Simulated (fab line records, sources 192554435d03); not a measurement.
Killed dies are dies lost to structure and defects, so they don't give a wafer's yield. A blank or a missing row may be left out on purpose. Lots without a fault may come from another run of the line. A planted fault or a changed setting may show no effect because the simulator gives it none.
Chamber matching | flow n5_finfet | N5_BEOL_M3_ALD_98 on ald_sin-04: 4 sister chambers
The step deposits SiO2, target thk 2.5 nm, pulse time 1 s, co reactant pulse time 1 s. 18 wafers are shown with their chamber, then 9 later ones without.

WAFERS WITH THEIR CHAMBER
wafer  | chamber | heater_power_w (W) | precursor_pulse_height_rel
L076.1 | 1       | 77                 | 0.974
L076.2 | 0       | 84                 | 0.990
L076.5 | 1       | 77                 | 0.985
L078.2 | 1       | 77                 | 1.000
L078.4 | 0       | 81                 | 1.005
L078.5 | 1       | 76                 | 1.011
L079.1 | 3       | 74                 | 1.005
L079.2 | 1       | 77                 | 1.022
L079.6 | 2       | 89                 | 0.969
L081.3 | 2       | 91                 | 0.955
L081.4 | 0       | 84                 | 0.984
L081.5 | 0       | 82                 | 0.990
L080.1 | 3       | 74                 | 0.964
L080.3 | 0       | 80                 | 0.990
L080.6 | 0       | 84                 | 0.985
L083.1 | 2       | 90                 | 0.975
L083.5 | 0       | 83                 | 0.993
L083.6 | 3       | 74                 | 1.027

SIGNATURES (means of the wafers above)
reading                    | chamber 0 | chamber 1 | chamber 2 | chamber 3 | scatter within a chamber
heater_power_w             | 82.57     | 76.80     | 90.00     | 74.00     | 1.15
precursor_pulse_height_rel | 0.99100   | 0.99840   | 0.96633   | 0.99867   | 0.017
Rule: a wafer's distance from a chamber is the root of the sum, over the readings, of the square of ((its reading less the chamber's mean) divided by the reading's scatter). The wafer belongs to the nearest chamber; if the next one is less than 2 further off, it can't be placed. The scatter: the root of (the sum of the squares of (reading less its chamber's mean) over the shown wafers, divided by (wafers less chambers)).

WAFERS WITHOUT THEIR CHAMBER
wafer  | heater_power_w (W) | precursor_pulse_height_rel
L088.1 | 77                 | 1.013
L088.2 | 78                 | 0.981
L088.5 | 85                 | 0.983
L092.2 | 83                 | 0.953
L092.5 | 82                 | 1.016
L092.6 | 75                 | 0.977
L093.1 | 92                 | 1.022
L093.4 | 79                 | 0.995
L093.5 | 83                 | 1.000

WHICH CHAMBER EACH WENT THROUGH
wafer  | from the rows above     | in truth
L088.1 | can't be placed: 1 or 3 | 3
L088.2 | 1                       | 1
L088.5 | 0                       | 0
L092.2 | 0                       | 0
L092.5 | 0                       | 0
L092.6 | can't be placed: 3 or 1 | 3
L093.1 | 2                       | 2
L093.4 | can't be placed: 1 or 0 | 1
L093.5 | 0                       | 0
Placed correctly: 6 of 9. Can't be placed from these rows: 3 (the true chamber is among the candidates in 3). Placed wrongly: 0.
